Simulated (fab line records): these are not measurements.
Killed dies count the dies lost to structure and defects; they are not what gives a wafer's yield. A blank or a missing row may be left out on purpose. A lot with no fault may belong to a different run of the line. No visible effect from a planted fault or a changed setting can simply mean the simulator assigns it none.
Which tool was responsible? | flow nand-harc | 33 wafers from 11 lots sampled at 5 of the route's 1302 steps

WHAT EACH GAUGE READ, for each wafer
NHARC_END_SORT_01. Usual: killed-at-array 53, standard deviation 19; killed-at-other 0.7, standard deviation 1.1; killed-at-periphery 4.2, standard deviation 2.7; killed-dies 58, standard deviation 18; killed-open 3.1, standard deviation 1.9; killed-short 2.5, standard deviation 1.6.
lot  | measured     | on        | killed-at-array | killed-at-other | killed-at-periphery | killed-dies | killed-open | killed-short | flag
L839 | day 29 20:06 | prober-01 | 672 673 670     | 2 0 0           | 3 4 7               | 677 677 677 | 3 3 3       | 5 4 4        | OFF
L840 | day 30 13:04 | prober-01 | 668 671 669     | 2 1 1           | 7 5 7               | 677 677 677 | 3 1 5       | 1 0 1        | OFF

WHAT TOOL EACH LOT RAN ON (gives the tool, then ch and the chambers of the sampled wafers, and finally the start)
lot  | NHARC_A_STAIRCASE_TRIM_202                    | NHARC_A_STAIRCASE_DESCUM_219       | NHARC_A_STAIRCASE_ETCH_223         | NHARC_A_STAIRCASE_TRIM_226
L826 | rie-diel-05 ch 2,3, day 16 14:37 or earlier   | rie-diel-01 ch 2,3, day 16 14:37   | rie-diel-01 ch 2,3, day 16 15:05   | rie-diel-01 ch 2,3, no start
L827 | rie-diel-05 ch 0,1,3, day 16 22:23 or earlier | rie-diel-05 ch 0,3, day 16 22:23   | rie-diel-05 ch 0,1,3, day 16 22:53 | rie-diel-05 ch 1,2,3, no start
L829 | rie-diel-01 ch 0,2,3, day 17 23:42 or earlier | rie-diel-06 ch 0,2, day 17 23:42   | rie-diel-06 ch 0,1,3, day 18 00:10 | rie-diel-06 ch 1,2, no start
L830 | rie-diel-06 ch 0,2, day 18 14:54 or earlier   | rie-diel-06 ch 0,1, day 18 14:54   | rie-diel-06 ch 0,1,2, day 18 15:23 | rie-diel-06 ch 1,3, no start
L831 | rie-diel-06 ch 0,1, day 19 03:32 or earlier   | rie-diel-06 ch 0,2, day 19 03:32   | rie-diel-06 ch 0,1,3, day 19 03:59 | rie-diel-06 ch 0,1,2, no start
L832 | rie-diel-01 ch 0,2,3, day 19 04:10 or earlier | rie-diel-05 ch 0,2,3, day 19 04:10 | rie-diel-05 ch 0,1,3, day 19 04:38 | rie-diel-05 ch 1,3, no start
L839 | rie-diel-01 ch 0,2,3, day 22 06:47 or earlier | rie-diel-05 ch 0,2,3, day 22 06:47 | rie-diel-05 ch 1,2,3, day 22 07:14 | rie-diel-05 ch 0,2,3, day 29 20:06 or earlier
L840 | rie-diel-01 ch 0,2,3, day 22 15:55 or earlier | rie-diel-05 ch 1,2,3, day 22 15:55 | rie-diel-05 ch 0,1,3, day 22 16:22 | rie-diel-05 ch 0,2, day 30 13:04 or earlier
L844 | rie-diel-05 ch 0,1,2, day 24 09:46 or earlier | rie-diel-06 ch 1,3, day 24 09:46   | rie-diel-06 ch 1,2, day 24 10:13   | rie-diel-06 ch 0,1,2, no start
L846 | rie-diel-06 ch 1,2,3, day 25 04:52 or earlier | rie-diel-05 ch 0,1, day 25 04:52   | rie-diel-05 ch 0,1,3, day 25 05:24 | rie-diel-05 ch 0,2,3, no start
L847 | rie-diel-01 ch 0,3, day 25 16:35 or earlier   | rie-diel-01 ch 1,2, day 25 16:35   | rie-diel-01 ch 0,1,3, day 25 17:03 | rie-diel-01 ch 0,1,3, no start
- NHARC_A_STAIRCASE_TRIM_202: chemistry O2, time 211.2 s.
- NHARC_A_STAIRCASE_DESCUM_219: chemistry O2, time 3 s.
- NHARC_A_STAIRCASE_ETCH_223: etches the open film in C4F8/O2, target depth 100 nm, time 40.5 s.
- NHARC_A_STAIRCASE_TRIM_226: chemistry O2, time 211.2 s.

AS READ BY THE TOOLS THEMSELVES (means over the sampled wafers that have a number; for cases with no such wafer, the mark the record gives instead)
NHARC_A_STAIRCASE_TRIM_202. Usual: drypump-motor-current-A 5.6 A, standard deviation 0.63; mfc-ar-sccm 0.009 sccm, standard deviation 0.013; oes-product-au 0.997 a.u., standard deviation 0.011; rf-vpp-V 57.8 V, standard deviation 0.83; showerhead-plenum-p-Torr 3.50 Torr, standard deviation 0.13; throttle-valve-pct 17.036 %, standard deviation 0.0097.
lot  | tool        | drypump-motor-current-A (A) | mfc-ar-sccm (sccm) | oes-product-au (a.u.) | rf-vpp-V (V) | showerhead-plenum-p-Torr (Torr) | throttle-valve-pct (%) | flag
L826 | rie-diel-05 | 5.9                         | 0.015              | 0.981                 | 57.5         | 3.37                            | 17.037                 |
L827 | rie-diel-05 | 5.0                         | 0.018              | 1.002                 | 56.0         | 3.38                            | 17.030                 |
L829 | rie-diel-01 | 5.4                         | 0.014              | 0.991                 | 57.4         | 3.47                            | 17.041                 |
L830 | rie-diel-06 | 5.2                         | 0.003              | 1.007                 | 57.1         | 3.54                            | 17.037                 |
L831 | rie-diel-06 | 5.5                         | 0.000              | 0.988                 | 57.7         | 3.62                            | 17.039                 |
L832 | rie-diel-01 | 5.4                         | 0.014              | 0.991                 | 57.3         | 3.46                            | 17.034                 |
L839 | rie-diel-01 | 5.4                         | 0.014              | 0.989                 | 57.4         | 3.45                            | 17.030                 |
L840 | rie-diel-01 | 5.4                         | 0.014              | 0.989                 | 57.8         | 3.44                            | 17.027                 |
L844 | rie-diel-05 | 5.5                         | 0.020              | 0.994                 | 57.4         | 3.40                            | 17.033                 |
L846 | rie-diel-06 | 5.7                         | 0.001              | 1.013                 | 58.8         | 3.61                            | 17.038                 |
L847 | rie-diel-01 | 5.1                         | 0.014              | 0.997                 | 58.0         | 3.38                            | 17.033                 |

NHARC_A_STAIRCASE_DESCUM_219. Usual: drypump-motor-current-A 5.5 A, standard deviation 0.64; mfc-ar-sccm 0.012 sccm, standard deviation 0.012; oes-product-au 1.000 a.u., standard deviation 0.011; rf-vpp-V 57.8 V, standard deviation 0.89; showerhead-plenum-p-Torr 1.90 Torr, standard deviation 0.084; throttle-valve-pct 11.309 %, standard deviation 0.0086.
lot  | tool        | drypump-motor-current-A (A) | mfc-ar-sccm (sccm) | oes-product-au (a.u.) | rf-vpp-V (V) | showerhead-plenum-p-Torr (Torr) | throttle-valve-pct (%) | flag
L826 | rie-diel-01 | 5.4                         | 0.000              | 0.984                 | 58.3         | 1.87                            | 11.306                 |
L827 | rie-diel-05 | 5.2                         | 0.017              | 1.002                 | 57.4         | 1.84                            | 11.316                 |
L829 | rie-diel-06 | 5.2                         | 0.003              | 1.012                 | 57.8         | 1.93                            | 11.311                 |
L830 | rie-diel-06 | 5.6                         | 0.000              | 1.001                 | 58.3         | 1.98                            | 11.315                 |
L831 | rie-diel-06 | 5.4                         | 0.001              | 1.008                 | 58.1         | 1.95                            | 11.311                 |
L832 | rie-diel-05 | 5.5                         | 0.016              | 1.001                 | 57.8         | 1.94                            | 11.312                 |
L839 | rie-diel-05 | 5.5                         | 0.016              | 0.996                 | 57.3         | 1.93                            | 11.315                 |
L840 | rie-diel-05 | 5.3                         | 0.017              | 0.996                 | 57.8         | 1.91                            | 11.310                 |
L844 | rie-diel-06 | 5.8                         | 0.000              | 1.001                 | 58.4         | 1.98                            | 11.308                 |
L846 | rie-diel-05 | 4.9                         | 0.022              | 1.009                 | 57.2         | 1.83                            | 11.310                 |
L847 | rie-diel-01 | 6.0                         | 0.000              | 1.002                 | 57.4         | 1.89                            | 11.304                 |

NHARC_A_STAIRCASE_ETCH_223. Usual: oes-product-au 0.944 a.u., standard deviation 0.016; rf-vpp-V 895 V, standard deviation 5.3.
lot  | tool        | oes-product-au (a.u.) | rf-vpp-V (V) | flag
L826 | rie-diel-01 | 0.942                 | 891          |
L827 | rie-diel-05 | 0.936                 | 891          |
L829 | rie-diel-06 | 0.944                 | 896          |
L830 | rie-diel-06 | 0.938                 | 898          |
L831 | rie-diel-06 | 0.948                 | 896          |
L832 | rie-diel-05 | 0.953                 | 897          |
L839 | rie-diel-05 | 1.337                 | 895          | OFF
L840 | rie-diel-05 | 1.350                 | 897          | OFF
L844 | rie-diel-06 | 0.957                 | 895          |
L846 | rie-diel-05 | 0.940                 | 896          |
L847 | rie-diel-01 | 0.938                 | 893          |

NHARC_A_STAIRCASE_TRIM_226. Usual: drypump-motor-current-A 5.5 A, standard deviation 0.63; mfc-ar-sccm 0.012 sccm, standard deviation 0.012; oes-product-au 0.999 a.u., standard deviation 0.011; rf-vpp-V 57.7 V, standard deviation 0.9; showerhead-plenum-p-Torr 3.49 Torr, standard deviation 0.14; throttle-valve-pct 17.036 %, standard deviation 0.0092.
lot  | tool        | drypump-motor-current-A (A) | mfc-ar-sccm (sccm) | oes-product-au (a.u.) | rf-vpp-V (V) | showerhead-plenum-p-Torr (Torr) | throttle-valve-pct (%) | flag
L826 | rie-diel-01 | 5.4                         | 0.000              | 0.993                 | 57.5         | 3.46                            | 17.038                 |
L827 | rie-diel-05 | 5.3                         | 0.017              | 0.994                 | 57.3         | 3.36                            | 17.038                 |
L829 | rie-diel-06 | 5.2                         | 0.003              | 1.000                 | 57.4         | 3.52                            | 17.047                 |
L830 | rie-diel-06 | 5.8                         | 0.000              | 0.986                 | 58.4         | 3.50                            | 17.041                 |
L831 | rie-diel-06 | 5.4                         | 0.001              | 1.002                 | 58.3         | 3.58                            | 17.026                 |
L832 | rie-diel-05 | 4.9                         | 0.014              | 1.008                 | 58.5         | 3.67                            | 17.030                 |
L839 | rie-diel-05 | 5.5                         | 0.016              | 0.989                 | 57.4         | 3.55                            | 17.029                 |
L840 | rie-diel-05 | 5.7                         | 0.019              | 1.000                 | 57.8         | 3.44                            | 17.042                 |
L844 | rie-diel-06 | 5.4                         | 0.001              | 1.007                 | 58.6         | 3.56                            | 17.040                 |
L846 | rie-diel-05 | 5.5                         | 0.016              | 0.991                 | 57.8         | 3.53                            | 17.043                 |
L847 | rie-diel-01 | 5.7                         | 0.014              | 0.996                 | 57.1         | 3.45                            | 17.033                 |

THE ANSWER, worked out from the rows above alone
Rule: take the mean of a lot's wafers that have a number; if it is more than 3 standard deviations from the usual mean, the lot is off. Also off: a lot with no number at a reading for which 4 or more lots have one. All remaining lots with rows at the step are treated as sound. The gauges are gone through in route order, then the tools' own readings, and for those a lot's mean is taken as printed above. The first step at which some lot is off is used, and at that step the reading that is off furthest; a lot without a number counts as furthest.
Off: L839, L840, at NHARC_END_SORT_01 (killed-dies). Neither off nor sound, because the step has no rows for them: L826, L827, L829, L830, L831, L832, L844, L846, L847.
If a tool, at a process step before that reading, ran all the lots that are off and no sound lot after the first of them, it fits. The gauges at NHARC_END_SORT_01 aren't tried: what is off there is off at NHARC_A_STAIRCASE_ETCH_223 too, on other tools, and a gauge's error can't cause that. With no start given for some of its lots, NHARC_A_STAIRCASE_TRIM_202 uses the hours and lot order of NHARC_A_STAIRCASE_DESCUM_219. With no start given for some of its lots, NHARC_A_STAIRCASE_TRIM_226 uses the hours and lot order of NHARC_END_SORT_01. Undecided on this evidence; 2 tools fit (rie-diel-01 at NHARC_A_STAIRCASE_TRIM_202, rie-diel-05 at NHARC_A_STAIRCASE_DESCUM_219 and NHARC_A_STAIRCASE_ETCH_223 and NHARC_A_STAIRCASE_TRIM_226).

WHAT WAS PUT IN BY THE SIMULATOR
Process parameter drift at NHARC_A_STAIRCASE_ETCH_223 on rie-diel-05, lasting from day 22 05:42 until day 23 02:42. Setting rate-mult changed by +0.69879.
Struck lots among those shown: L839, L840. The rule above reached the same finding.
